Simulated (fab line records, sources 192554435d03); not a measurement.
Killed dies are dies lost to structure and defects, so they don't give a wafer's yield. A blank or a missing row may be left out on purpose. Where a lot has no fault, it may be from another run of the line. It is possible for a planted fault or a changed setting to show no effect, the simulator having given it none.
fab line records | flow n5Finfet
record lots=4 | wafers=12 | lastDay=17
route steps=1938 shown BEOL_M1@751 BEOL_M4@1111 PASSIVATION@1936
lots untouched by any fault: they come from a run of this same line in which no faults occurred
startH: the number of hours between the record's first day and the start of the first shown wafer of the lot | waitH: hours from the lot's prior step to this one | " as in the row above | L1.1+2: a single row standing in for several wafers | - no value, or no start was given | * or withheld: withheld | < > ~ a bound
route shown NAME@n: NAME is a module with steps in the file, n the number in the route of the first one | usual: average and standard deviation across the fault-free wafers | same: alike in all rows | chamber/n: place in a boat | sites: readings site by site | _std_site: standard deviation of those values | _edge_site: mean of outer sites minus mean of inner sites | radiusMm: for every site, how far away it sits from the centre of the wafer | mask NAME#n: copy n | behind: the most recent tool/chamber to have shaped the wafer | hold: why the lot was held/for how many hours/how that ended | device: the transistor (n, p or np) that didn't switch | end of line: the route-end tests of the same wafers | step lacking rows: just its recipe | killed: count of dies lost to structure and defects at first sort (not the wafer's yield) | map: the dies of a wafer, with x for killed, . for not killed, _ for no die there
set.NAME: setting as actually run; set.NAME@STEP: the setting as run at that earlier step | model.NAME: the simulator's own value behind a step, which no gauge read
certain route steps with their lots: each step a table, each wafer a row
services: from which hour (startH, from the record's first day; less than 0 if before it) a tool's chamber was out of use, for how many hours, and why
## steps
# step N5_BEOL_M1_ILD_DEP_00
# recipe material=SiOC | targetThkA=790 | tempC=350 | precursor=DEMS/O2 | pressureTorr=5 | rfW=500 | timeS=15.3
# step N5_BEOL_M1_PECVD_72
# recipe material=SiO2 | targetThkA=160 | tempC=400 | precursor=TEOS/O2 | pressureTorr=5.5 | rfW=450 | teosFlowSccm=53.8 | gas=O2 | flowSccm=3000 | timeS=18
# step N5_BEOL_M1_HM_DEP_02
# recipe material=TiN | targetThkA=200 | tempC=25 | chamberPressurePa=0.49996
# step N5_BEOL_M1_COAT_61
# recipe resist=SOC | tempC=250 | timeS=60 | spinRpm=1500 | resistThkNm=60
# step N5_BEOL_M1_COAT_62
# recipe resist=SiARC | tempC=220 | timeS=60 | spinRpm=1500 | resistThkNm=12
# step N5_BEOL_M1_COAT_73
# recipe resist=underlayer | tempC=205 | timeS=60 | spinRpm=1500 | resistThkNm=5
# step N5_BEOL_M1_COAT_05
# recipe resist=CAR-EUV | spinRpm=1500 | resistThkNm=30
# step N5_BEOL_M1_EBR_07
# recipe solvent=PGMEA | ebrWidthMm=1.5
# step N5_BEOL_M1_SOFTBAKE_06
# recipe tempC=110 | timeS=60 | resist=CAR-EUV
# step N5_BEOL_M1_EXPOSE_08
# recipe maskId=M1 | na=0.33 | sourceShape=dipole | sigmaInner=0.369 | sigmaOuter=0.767 | polarization=unpolarized | doseMj=33
# usual exposureDoseMJCm2=32.98/0.051
# same na=0.33 | sigmaInner=0.369
lot.wafer | tool          | chamber | startH | waitH | mask | exposureDoseMJCm2
L646.1    | euvScanner-01 | 0       | 128.04 | -     | M1#0 | 32.93
L646.2    | "             | 0       | "      | "     | M1#0 | 32.96
L646.5    | "             | 0       | "      | "     | M1#0 | 32.98
L656.1    | euvScanner-01 | 0       | 198.18 | -     | M1#0 | 31.53
L656.2    | "             | 0       | "      | "     | M1#0 | 31.56
L656.4    | "             | 0       | "      | "     | M1#0 | 31.58
L657.1    | euvScanner-01 | 0       | 202.16 | -     | M1#0 | 32.09
L657.4    | "             | 0       | "      | "     | M1#0 | 32.11
L657.6    | "             | 0       | "      | "     | M1#0 | 32.11
L665.1    | euvScanner-02 | 0       | 239.02 | -     | M1#0 | 32.98
L665.3    | "             | 0       | "      | "     | M1#0 | 32.98
L665.6    | "             | 0       | "      | "     | M1#0 | 33.02
# step N5_BEOL_M1_PEB_09
# recipe pebTempC=100 | pebTimeS=60 | resist=CAR-EUV
# step N5_BEOL_M1_DEVELOP_10
# recipe developTimeS=30 | developer=TMAH | resist=CAR-EUV | rinseLiquid=surfactantRinse | dry=airSpin | devTempC=23
# step N5_BEOL_M1_CD_MEAS_11
# recipe targetCdNm=17.05 | landingEnergyEv=500 | detector=seInlens | polarity=opening
# usual cdNm=17.00/0.23
lot.wafer | tool     | chamber | startH | waitH | cdNm
L646.1    | cdSem-02 | 0       | 128.17 | -     | 16.94
L646.2    | "        | 0       | "      | "     | 17.18
L646.5    | "        | 0       | "      | "     | 17.19
L656.1    | cdSem-03 | 0       | 198.30 | -     | 15.87
L656.2    | "        | 0       | "      | "     | 15.95
L656.4    | "        | 0       | "      | "     | 15.77
L657.1    | cdSem-03 | 0       | 202.28 | -     | 16.36
L657.4    | "        | 0       | "      | "     | 16.75
L657.6    | "        | 0       | "      | "     | 16.45
L665.1    | cdSem-02 | 0       | 239.14 | -     | 16.93
L665.3    | "        | 0       | "      | "     | 16.91
L665.6    | "        | 0       | "      | "     | 16.57
# step N5_BEOL_M1_DESCUM_16
# recipe chemistry=O2 | timeS=7 | sourcePowerW=50 | biasPowerW=20 | pressureMtorr=20 | rfFrequencyHz=2.712e+07 | tempC=40 | resist=CAR-EUV | o2FlowSccm=225
# step N5_BEOL_M1_ETCH_74
# recipe chemistry=N2/H2 | target=underlayer | targetDepthA=65 | maskMaterial=CAR-EUV | timeS=5.2 | ionEnergyEv=200 | pressureMtorr=30 | sourceW=840 | biasW=150 | n2FlowSccm=200 | h2FlowSccm=200 | ends=cleared
# usual drypumpMotorCurrentA=5.7/0.43 | etchRfOnTimeS=5.20/0.13 | oesProductAu=0.67/0.072 | rfVppV=523.9/2.2 | showerheadPlenumPTorr=2.55/0.064 | throttleValvePct=18.0/0.31
lot.wafer | tool       | chamber | startH | waitH | drypumpMotorCurrentA | etchRfOnTimeS | oesProductAu | rfHoursCounterH | rfVppV | showerheadPlenumPTorr | throttleValvePct | model.BEOL_M1.cdOffsetNm
L646.1    | rieDiel-05 | 3       | 128.33 | 0.0   | 5.8                  | 5.34          | 0.64         | 154             | 529.2  | 2.65                  | 18.3             | 0
L646.2    | "          | 2       | "      | "     | 5.9                  | 5.12          | 0.70         | 86              | 524.1  | 2.56                  | 17.9             | 0.6
L646.5    | "          | 2       | "      | "     | 6.0                  | 5.16          | 0.70         | -               | 524.8  | 2.56                  | 17.9             | 0.4
L656.1    | rieDiel-05 | 1       | 198.46 | 0.0   | 5.8                  | 5.11          | 0.74         | 44              | 522.5  | 2.47                  | 17.5             | -0.8
L656.2    | "          | 2       | "      | "     | 5.9                  | 5.06          | 0.68         | 108             | 523.2  | 2.55                  | 17.9             | -0.8
L656.4    | "          | 3       | "      | "     | 5.8                  | 5.24          | 0.63         | 176             | 524.0  | 2.64                  | 18.4             | -1.2
L657.1    | rieDiel-04 | 3       | 202.44 | 0.0   | 5.4                  | 5.18          | 0.75         | 37              | 526.7  | 2.59                  | 17.7             | -0.4
L657.4    | "          | 2       | "      | "     | 5.3                  | 5.07          | 0.81         | 8               | 527.3  | 2.61                  | 17.6             | -0.2
L657.6    | "          | 1       | "      | "     | 6.4                  | 5.12          | 0.75         | -               | 523.9  | 2.56                  | 17.8             | -0.6
L665.1    | rieDiel-02 | 2       | 239.32 | 0.0   | 6.0                  | 5.37          | 0.62         | 161             | 524.6  | 2.54                  | 18.4             | -0.2
L665.3    | "          | 3       | "      | "     | 5.7                  | 5.14          | 0.57         | -               | 520.6  | 2.51                  | 18.4             | 0
L665.6    | "          | 2       | "      | "     | 5.9                  | 5.34          | 0.61         | -               | 523.5  | 2.55                  | 18.4             | -0.2
# step N5_BEOL_M1_ETCH_63
# recipe chemistry=CF4 | target=SiARC | targetDepthA=156 | maskMaterial=CAR-EUV | timeS=26 | ionEnergyEv=80 | pressureMtorr=40 | sourceW=545 | biasW=36 | Ar_flow_sccm=100 | cf4FlowSccm=100 | ends=cleared
# step N5_BEOL_M1_ETCH_64
# recipe chemistry=N2/H2 | target=SOC | targetDepthA=750 | overetchA=150 | maskMaterial=SiARC | tempC=40 | timeS=112.5 | ionEnergyEv=200 | pressureMtorr=30 | sourceW=840 | biasW=150 | n2FlowSccm=200 | h2FlowSccm=200
# step N5_BEOL_M1_STRIP_65
# recipe chemistry=N2/H2 | tempC=40 | n2FlowSccm=200 | h2FlowSccm=200 | rfFrequencyHz=6e+07
# step N5_BEOL_M1_STRIP_75
# recipe chemistry=N2/H2 | tempC=40 | n2FlowSccm=200 | h2FlowSccm=200 | rfFrequencyHz=6e+07
# step N5_BEOL_M1_STRIP_66
# recipe chemistry=CF4 | resist=SiARC | powerW=300 | biasPowerW=75 | pressureMtorr=50 | cf4FlowSccm=150 | rfFrequencyHz=6e+07
# step N5_BEOL_M1_HM_OPEN_17
# recipe chemistry=Cl2/BCl3 | targetDepthA=200 | overetchA=60 | target=TiN | maskMaterial=SOC | ionEnergyEv=150 | pressureMtorr=10 | icpW=1000 | biasW=126 | Cl2_flow_sccm=53.25 | bcl3FlowSccm=21.75 | Ar_flow_sccm=25
# usual bcl3FlowSccm=21.75/0.063 | drypumpMotorCurrentA=6.0/0.48 | mfcArSccm=25.00/0.083 | oesProductAu=0.64/0.068 | throttleValvePct=22.1/0.34
lot.wafer | tool        | chamber | startH | waitH | bcl3FlowSccm | drypumpMotorCurrentA | mfcArSccm | oesProductAu | rfHoursCounterH | throttleValvePct | model.BEOL_M1.cdOffsetNm
L646.1    | rieMetal-01 | 0       | 128.54 | 0.0   | 21.72        | 6.4                  | 24.92     | 0.52         | 128             | 22.5             | -0.4
L646.2    | "           | 1       | "      | "     | 21.67        | 6.5                  | 25.00     | 0.69         | 28              | 21.8             | 0.6
L646.5    | "           | 1       | "      | "     | 21.72        | 6.5                  | 24.98     | 0.69         | -               | 21.9             | 0.8
L656.1    | rieMetal-02 | 1       | 198.67 | 0.0   | 21.81        | 5.4                  | 25.08     | 0.63         | 61              | 22.6             | -0.6
L656.2    | "           | 0       | "      | "     | 21.73        | 5.9                  | 24.92     | 0.68         | 41              | 21.8             | -0.2
L656.4    | "           | 1       | "      | "     | 21.77        | 5.4                  | 25.07     | 0.63         | -               | 22.6             | -1
L657.1    | rieMetal-01 | 1       | 202.65 | 0.0   | 21.84        | 6.5                  | 24.92     | 0.66         | 36              | 21.9             | -0.8
L657.4    | "           | 0       | "      | "     | 21.72        | 6.4                  | 24.97     | 0.50         | -               | 22.5             | 0
L657.6    | "           | 0       | "      | "     | 21.76        | 6.4                  | 24.95     | 0.50         | -               | 22.5             | -0.8
L665.1    | rieMetal-02 | 0       | 239.63 | 0.0   | 21.77        | 5.9                  | 24.90     | 0.67         | 45              | 21.8             | -0.4
L665.3    | "           | 0       | "      | "     | 21.62        | 5.9                  | 25.02     | 0.66         | -               | 21.8             | -0.2
L665.6    | "           | 0       | "      | "     | 21.85        | 5.9                  | 25.06     | 0.68         | -               | 21.8             | -0.2
# step N5_BEOL_M1_STRIP_19
# recipe chemistry=O2 | powerW=400 | tempC=40 | pressureMtorr=30 | rfFrequencyHz=6e+07 | biasPowerW=0 | overashFraction=0.2 | o2FlowSccm=225
# step N5_BEOL_M4_RC_MEAS_101
# usual DIBL_N=37.2/1.8 | DIBL_P=37.5/2.5 | IOFF_N=0.17/0.038 | IOFF_P=0.24/0.046 | ION_N=681/13 | ION_P=469/8.5 | SS_N=71.7/0.6 | SS_P=73.6/0.69 | VT_N=249/3.4 | VT_P=-248/3.6
lot.wafer | tool      | chamber | startH | waitH | DIBL_N[mV/V] | DIBL_P[mV/V] | IOFF_N[nA/um] | IOFF_P[nA/um] | ION_N[uA/um] | ION_P[uA/um] | SS_N[mV/dec] | SS_P[mV/dec] | VT_N[mV] | VT_P[mV]
L646.1    | prober-02 | 0       | 166.84 | 0.0   | 34.9         | 35.0         | 0.14          | 0.21          | 667          | 464          | 71.5         | 73.3         | 255      | -248
L646.2    | "         | 0       | "      | "     | 35.6         | 35.5         | 0.15          | 0.21          | 682          | 466          | 71.7         | 73.0         | 251      | -249
L646.5    | "         | 0       | "      | "     | 32.6         | 31.4         | 0.10          | 0.16          | 655          | 454          | 70.3         | 72.6         | 256      | -253
L656.1    | prober-01 | 0       | 237.85 | 0.0   | 36.1         | 35.8         | 0.16          | 0.22          | 677          | 473          | 71.5         | 73.1         | 250      | -247
L656.2    | "         | 0       | "      | "     | 38.9         | 38.3         | 0.20          | 0.28          | 686          | 469          | 72.3         | 74.1         | 247      | -246
L656.4    | "         | 0       | "      | "     | 36.2         | 34.6         | 0.15          | 0.21          | 660          | 456          | 72.1         | 73.3         | 251      | -250
L657.1    | prober-02 | 0       | 238.31 | 0.3   | 37.9         | 38.5         | 0.18          | 0.25          | 679          | 468          | 71.8         | 73.4         | 250      | -249
L657.4    | "         | 0       | "      | "     | 37.3         | 38.4         | 0.17          | 0.25          | 670          | 465          | 72.2         | 73.4         | 253      | -247
L657.6    | "         | 0       | "      | "     | 39.2         | 40.0         | 0.21          | 0.27          | 683          | 470          | 72.8         | 74.6         | 246      | -247
L665.1    | prober-01 | 0       | 291.18 | 0.0   | 35.1         | 36.6         | 0.15          | 0.21          | 682          | 476          | 70.4         | 73.7         | 249      | -248
L665.3    | "         | 0       | "      | "     | 38.3         | 40.5         | 0.20          | 0.26          | 691          | 470          | 72.0         | 74.6         | 247      | -245
L665.6    | "         | 0       | "      | "     | 39.4         | 41.5         | 0.23          | 0.29          | 693          | 465          | 72.5         | 74.3         | 245      | -247
# step N5_PASSIVATION_PROBE_49
# usual defectLimitedYield=91.2/1.4 | killed_at_M0_to_M3=32/10 | killed_at_M4_up=14/6.2 | killedAtContacts=12/6.3 | killedAtFrontEnd=42/13 | killedAtOther=4/3.4 | killedDies=104/17 | killedOpen=67/12 | killedShort=34/8.1 | sort_bin_5_function=5.2/0.93 | sort_bin_6_memory=3.2/0.65 | sort_bin_8_speed=0.00/0.017 | sortNPass=1075/16
# same grossDies=1180 | killedAtBackSide=0 | sort_bin_4_leakage[%]=0
lot.wafer | tool      | chamber | startH | waitH | defectLimitedYield[%] | killed_at_M0_to_M3 | killed_at_M4_up | killedAtContacts | killedAtFrontEnd | killedAtOther | killedDies | killedOpen | killedShort | sort_bin_5_function[%] | sort_bin_6_memory[%] | sort_bin_8_speed[%] | sortNPass
L646.1    | prober-01 | -       | 266.43 | 0.0   | 91.9                  | 30                 | 19              | 11               | 31               | 4             | 95         | 63         | 32          | 4.5                    | 3.3                  | 0                   | 1085
L646.2    | prober-01 | -       | 266.48 | 0.1   | 90.6                  | 43                 | 12              | 18               | 34               | 4             | 111        | 62         | 49          | 5.6                    | 3.6                  | 0                   | 1069
L646.5    | prober-01 | -       | 266.63 | 0.2   | 92.6                  | 25                 | 13              | 8                | 35               | 6             | 87         | 51         | 35          | 4.7                    | 2.4                  | 0                   | 1093
L656.1    | prober-02 | -       | 345.73 | 0.0   | 86.3                  | 80                 | 12              | 17               | 52               | 1             | 162        | 85         | 27          | 7.5                    | 5.6                  | 0                   | 1018
L656.2    | prober-02 | -       | 345.78 | 0.1   | 86.5                  | 96                 | 15              | 16               | 27               | 5             | 159        | 71         | 26          | 8.5                    | 4.8                  | 0                   | 1021
L656.4    | prober-02 | -       | 345.88 | 0.2   | 86.3                  | 92                 | 19              | 17               | 31               | 3             | 162        | 65         | 37          | 7.6                    | 5.1                  | 0                   | 1018
L657.1    | prober-01 | -       | 349.45 | 0.0   | 89.2                  | 63                 | 7               | 6                | 41               | 10            | 127        | 73         | 34          | 5.8                    | 4.0                  | 0.25                | 1053
L657.4    | prober-01 | -       | 349.60 | 0.2   | 89.7                  | 26                 | 13              | 20               | 59               | 4             | 122        | 77         | 36          | 6.7                    | 3.0                  | 0                   | 1058
L657.6    | prober-01 | -       | 349.70 | 0.3   | 90.0                  | 27                 | 10              | 11               | 67               | 3             | 118        | 81         | 31          | 5.8                    | 3.7                  | 0                   | 1062
L665.1    | prober-01 | -       | 400.35 | 0.0   | 91.4                  | 30                 | 15              | 8                | 47               | 2             | 102        | 44         | 51          | 4.1                    | 3.4                  | 0                   | 1078
L665.3    | prober-01 | -       | 400.45 | 0.1   | 88.8                  | 29                 | 9               | 17               | 65               | 12            | 132        | 63         | 62          | 6.3                    | 3.6                  | 0                   | 1048
L665.6    | prober-01 | -       | 400.60 | 0.3   | 91.2                  | 24                 | 10              | 12               | 57               | 1             | 104        | 67         | 33          | 4.8                    | 3.4                  | 0                   | 1076
# killed by level:class
L646.1 MOL_CONTACT_COAG:geometricParticle:open=11 BEOL_M0_SAQP:geometricParticle:open=9 ILD0:geometricParticle:open=6 FIN_SAQP:geometricParticle:short=5 GATE_CUT:geometricParticle:short=5 BEOL_M0_SAQP:geometricParticle:short=5 STI_FIN_REVEAL:geometricParticle:open=4 BEOL_M1:geometricParticle:open=4
L646.2 FIN_SAQP:geometricParticle:short=14 MOL_CONTACT_COAG:geometricParticle:open=14 BEOL_M1:geometricParticle:open=9 BEOL_M0_SAQP:geometricParticle:short=7 BEOL_M0_SAQP:geometricParticle:open=7 BEOL_M2:geometricParticle:open=7 BEOL_M3:geometricParticle:short=6 FIN_SAQP:geometricParticle:open=5
L646.5 FIN_SAQP:geometricParticle:short=11 BEOL_M0_SAQP:geometricParticle:open=8 MOL_CONTACT_COAG:geometricParticle:open=7 BEOL_M1:geometricParticle:open=7 BEOL_M0_SAQP:geometricParticle:short=6 GATE_CUT:geometricParticle:short=5 STI_FIN_REVEAL:geometricParticle:open=4 BEOL_M6:geometricParticle:open=4
L656.1 BEOL_M1:areaExpose=49 STI_FIN_REVEAL:geometricParticle:open=31 MOL_CONTACT_COAG:geometricParticle:open=14 BEOL_M0_SAQP:geometricParticle:open=10 FIN_SAQP:geometricParticle:open=5 STI_FIN_REVEAL:geometricParticle:short=5 BEOL_M2:geometricParticle:open=5 BEOL_M0_SAQP:geometricParticle:short=4
L656.2 BEOL_M1:areaExpose=61 MOL_CONTACT_COAG:geometricParticle:open=11 BEOL_M3:geometricParticle:open=9 BEOL_M4:geometricParticle:open=9 FIN_SAQP:geometricParticle:open=6 BEOL_M2:geometricParticle:open=6 FIN_SAQP:geometricParticle:short=5 STI_FIN_REVEAL:geometricParticle:open=5
L656.4 BEOL_M1:areaExpose=51 MOL_CONTACT_COAG:geometricParticle:open=15 BEOL_M0_SAQP:geometricParticle:short=9 BEOL_M0_SAQP:geometricParticle:open=9 BEOL_M4:geometricParticle:open=7 STI_FIN_REVEAL:geometricParticle:open=5 BEOL_M4:geometricParticle:short=5 BEOL_M2:geometricParticle:open=5
L657.1 STI_FIN_REVEAL:geometricParticle:open=16 BEOL_M0_SAQP:geometricParticle:open=15 BEOL_M1:areaExpose=12 BEOL_M0_SAQP:geometricParticle:short=9 BEOL_M2:geometricParticle:open=7 BEOL_M3:geometricParticle:open=7 MOL_CONTACT_COAG:geometricParticle:open=6 FIN_SAQP:geometricParticle:short=5
L657.4 STI_FIN_REVEAL:geometricParticle:open=14 MOL_CONTACT_COAG:geometricParticle:open=14 FIN_SAQP:geometricParticle:open=8 DUMMY_GATE:geometricParticle:open=7 GATE_CUT:geometricParticle:short=7 MOL_CONTACT_COAG:geometricParticle:short=6 DUMMY_GATE:geometricParticle:short=5 BEOL_M0_SAQP:geometricParticle:short=5
L657.6 STI_FIN_REVEAL:geometricParticle:open=22 FIN_SAQP:geometricParticle:open=14 MOL_CONTACT_COAG:geometricParticle:open=9 BEOL_M0_SAQP:geometricParticle:short=8 FIN_SAQP:geometricParticle:short=7 GATE_CUT:geometricParticle:short=5 BEOL_M0_SAQP:geometricParticle:open=5 BEOL_M3:geometricParticle:open=5
L665.1 FIN_SAQP:geometricParticle:short=20 BEOL_M3:geometricParticle:open=9 BEOL_M4:geometricParticle:open=6 DUMMY_GATE:geometricParticle:open=5 GATE_CUT:geometricParticle:short=5 BEOL_M0_SAQP:geometricParticle:short=5 BEOL_M2:geometricParticle:open=5 MOL_CONTACT_COAG:geometricParticle:short=4
L665.3 FIN_SAQP:geometricParticle:short=21 MOL_CONTACT_COAG:geometricParticle:open=14 FIN_SAQP:geometricParticle:open=9 BEOL_M0_SAQP:geometricParticle:short=7 GATE_CUT:geometricParticle:short=6 HKMG_FIN:areaEtch=6 GATE_CUT:geometricParticle:open=5 BEOL_M1:geometricParticle:open=5
L665.6 FIN_SAQP:geometricParticle:open=12 FIN_SAQP:geometricParticle:short=11 MOL_CONTACT_COAG:geometricParticle:open=11 STI_FIN_REVEAL:geometricParticle:open=7 DUMMY_GATE:geometricParticle:open=7 BEOL_M3:geometricParticle:open=7 BEOL_M1:geometricParticle:open=5 BEOL_M4:geometricParticle:open=5
# map L656.1 (x killed, . not)
_________________...........x________________
______________......x.x.......x._____________
___________................xx......__________
__________..x..x...................._________
________..........x...x...........x..._______
_______.x....x....................x....______
______x.................x..............._____
_____..x....x.....x.x...............x....____
____x....x......x......x..x.x......x..x...___
___....................x.......x...........__
___......x............x..xx................__
__..xx............x............x.......x..xx_
__..x......xx.x......x..x..................x_
_..x...x...............x....x...............x
_...x..xx.........x.....x.x............x.x...
_x...x........x............xx.........x......
_....x..x.x...x.x..............x...x.x.....x.
_.......x.....x..................xx...x.....x
_x....x...........xx............xx...........
_x.....x....x.......................x.x....x.
_.x...............x.x......xx.x..............
__..........x.....x...x.x.............x....._
__........x...x......x.x...................._
___.....x............xx...x.x..............__
___.x........x.....x....x.......x...x...x..__
____.................................x..x.___
_____.......x........xxx...x.........x...____
______x...x......x.x......x......x.x...._____
_______.........xx....x......x.x.x.....______
________.x.................xx...x....._______
__________....x.....x.x....x..x...x._________
___________....x....x........x.....__________
______________....x..x....x..x.._____________
_________________..........xx________________
# map L657.1 (x killed, . not)
_________________x.......x...________________
______________.....x.........xx._____________
___________x...............x....x..__________
__________....x.x.x.x...........x.xx_________
________....x....x...x................_______
_______......................x...xx....______
______..x.x..............x.............._____
_____.................................x..____
____..xxx...x....x..............x.........___
___.....xx...............x..x....x..x......__
___..x....................x................__
__......x....................x......x..x...._
__xx.......................x...........x...._
_................x....x.............x...x....
_....x..x.........x..x.........x..x....xx....
_.....................................x......
_..........................x.............x...
_x..x.x...............x................x.x..x
_..........................x...x.............
_...x..........x.........x..........x.......x
_.............x..........................x.x.
__......x..x........x..x....x............x.._
__..x...........x........x.................._
___.x..........x.......x....x..............__
___.........x....x................x....x...__
____....x.x.x........x........x...........___
_____x..x.........x.............x........____
______.......x..........x........x....x._____
_______x...x.x....x...............x....______
________.....x..........x...xx.....x.x_______
__________........x............x...._________
___________....x.................x.__________
______________x................x_____________
_________________...x........________________
## services
tool          | chamber | startH | hours | kind
euvScanner-01 | -       | 104.80 | 0.5   | repair
euvScanner-02 | -       | 128.44 | 1.0   | pm
euvScanner-02 | -       | 137.45 | 4.6   | pm
euvScanner-01 | -       | 142.05 | 1.0   | pm
rieDiel-04    | 2       | 157.48 | -     | clean
rieDiel-04    | 2       | 157.48 | -     | consumableReplace:focusRing
rieDiel-04    | 2       | 157.48 | 18.5  | scheduledDown
rieDiel-04    | 2       | 157.48 | 18.5  | ventCycle
rieMetal-02   | -       | 174.61 | 14.6  | pm
euvScanner-02 | -       | 184.59 | 1.0   | pm
euvScanner-01 | -       | 185.66 | 1.2   | repair
rieDiel-05    | 1       | 190.32 | 5.2   | repair
euvScanner-02 | 0       | 191.09 | -     | calibration
euvScanner-01 | -       | 197.07 | 1.0   | pm
rieMetal-01   | 0       | 215.81 | -     | clean
rieMetal-01   | 0       | 215.81 | 18.9  | scheduledDown
rieMetal-01   | 0       | 215.81 | 18.9  | ventCycle
euvScanner-01 | 0       | 233.09 | -     | calibration
rieDiel-05    | 2       | 233.75 | 3.4   | repair
euvScanner-01 | -       | 234.10 | 0.9   | repair
## key
firstSign step=N5_BEOL_M1_EXPOSE_08 | reading=exposureDoseMJCm2 | direction=down | sigmas=22 | usual=32.98 | struck=31.83
effect step=N5_BEOL_M1_CD_MEAS_11 | reading=cdNm | direction=down | sigmas=3.6 | usual=17.00 | struck=16.19 | through=controlLoop
effect step=N5_PASSIVATION_PROBE_49 | reading=killed_at_M0_to_M3 | direction=up | sigmas=3.1 | usual=32 | struck=64 | wafersMoved=4
modelEffect step=N5_BEOL_M1_ETCH_74 | value=BEOL_M1.cdOffsetNm | without=0.03333 | struck=-0.6667
modelEffect step=N5_BEOL_M1_HM_OPEN_17 | value=BEOL_M1.cdOffsetNm | without=0.1333 | struck=-0.5667
moreKillsBornAt N5_BEOL_M1_EXPOSE_08@euvScanner-01=179
metAt N5_BEOL_M1_EXPOSE_08
struckWafers L656.1,L656.2,L656.4,L657.1,L657.4,L657.6
loopTrim step=N5_BEOL_M1_EXPOSE_08 | setting=dose | lots=L657
onsetBetween 128.04 198.18
fault kind=processParameterDrift | tool=euvScanner-01 | chamber=- | onsetH=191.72 | steps=N5_BEOL_M1_EXPOSE_08 | channel=doseMj | offset=-1.3641 | shape=step | actsIn=theseRecipesOnly | stated=33
# loopTrim: a control loop set the setting to another value than it would have without faults
